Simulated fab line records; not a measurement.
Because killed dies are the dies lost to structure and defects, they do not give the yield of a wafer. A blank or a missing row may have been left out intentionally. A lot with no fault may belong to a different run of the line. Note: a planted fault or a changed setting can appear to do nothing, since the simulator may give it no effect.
The tool behind it: which one?    flow n5Finfet    36 wafers from 12 lots sampled at 4 of the route's 1938 steps

== WHAT EACH GAUGE READ, for each wafer ==
N5_BEOL_M1_INSPECT_59: inspects for defects (darkfield).
lot   measured      on                rawDefectCount
L075  day 6 19:07   defectInspect-01  74 50 122
L077  day 8 01:57   defectInspect-02  65 88 56
L079  day 8 10:38   defectInspect-01  79 42 68
L081  day 9 04:35   defectInspect-02  61 65 59
L082  day 9 10:53   defectInspect-01  101 59 63
L085  day 9 18:55   defectInspect-01  111 107 52
L086  day 10 04:08  defectInspect-01  47 51 57
L089  day 10 16:54  defectInspect-02  62 51 71
L091  day 11 02:17  defectInspect-01  130 93 118
L093  day 11 23:19  defectInspect-01  69 49 69
L095  day 12 04:55  defectInspect-02  45 71 69
L097  day 12 15:04  defectInspect-02  79 70 94

== EACH LOT AND THE TOOL THAT RAN IT (in order: tool; ch and the chambers of the sampled wafers; start) ==
lot   N5_BEOL_M1_SPUTTER_94        N5_BEOL_M1_ANNEAL_51             N5_BEOL_M1_CO_CAP_55
L075  pvdSputter-01, day 6 17:50   rtpAnneal-01 ch 0, day 6 18:20   cvdCo-02 ch 0,2, day 6 18:55
L077  pvdSputter-02, day 8 00:40   rtpAnneal-02 ch 0, day 8 01:04   cvdCo-01 ch 0,2, day 8 01:44
L079  pvdSputter-03, day 8 09:17   rtpAnneal-01 ch 0, day 8 09:43   cvdCo-02 ch 0,1,2, day 8 10:25
L081  pvdSputter-03, day 9 03:18   rtpAnneal-02 ch 0, day 9 03:43   cvdCo-01 ch 0,1, day 9 04:23
L082  pvdSputter-03, day 9 09:36   rtpAnneal-02 ch 0, day 9 10:01   cvdCo-02 ch 0,2, day 9 10:41
L085  pvdSputter-03, day 9 17:35   rtpAnneal-02 ch 0, day 9 18:05   cvdCo-01 ch 1,2, day 9 18:41
L086  pvdSputter-02, day 10 02:48  rtpAnneal-02 ch 0, day 10 03:13  cvdCo-02 ch 0,1,2, day 10 03:53
L089  pvdSputter-02, day 10 15:36  rtpAnneal-02 ch 0, day 10 16:01  cvdCo-02 ch 0,2, day 10 16:41
L091  pvdSputter-01, day 11 00:59  rtpAnneal-02 ch 0, day 11 01:23  cvdCo-02 ch 1,2, day 11 02:04
L093  pvdSputter-03, day 11 21:59  rtpAnneal-01 ch 0, day 11 22:24  cvdCo-02 ch 0,1,2, day 11 23:05
L095  pvdSputter-03, day 12 03:34  rtpAnneal-02 ch 0, day 12 04:01  cvdCo-02 ch 1,2, day 12 04:41
L097  pvdSputter-01, day 12 13:45  rtpAnneal-01 ch 0, day 12 14:11  cvdCo-02 ch 0,1, day 12 14:52
- N5_BEOL_M1_SPUTTER_94: material Cu, target thk 4.5 nm, time 8.29 s.
- N5_BEOL_M1_ANNEAL_51: time 90 s.
- N5_BEOL_M1_CO_CAP_55: material Co, precursor CCTBA/H2, target thk 2 nm, time 102.1 s.

== THE ANSWER, worked out from the rows above alone ==
Rule: what is usual is taken from the lots themselves. The widest of any qualifying gaps counts: lots, ordered by their means at a reading, are off when they make up no more than a third of the lots, leave a main group of 4 or more, and stand apart from it by 3 or more times the standard deviation of that group's means. The tables above print the reading to a certain number of digits; a main group whose means all agree to those digits is not used. Also off: a lot with no number at a reading for which 4 or more lots have one. All remaining lots with rows at the step are treated as sound.
Across all readings shown, no lot is off: no conclusion can be drawn from this.

== WHAT WAS PUT IN BY THE SIMULATOR ==
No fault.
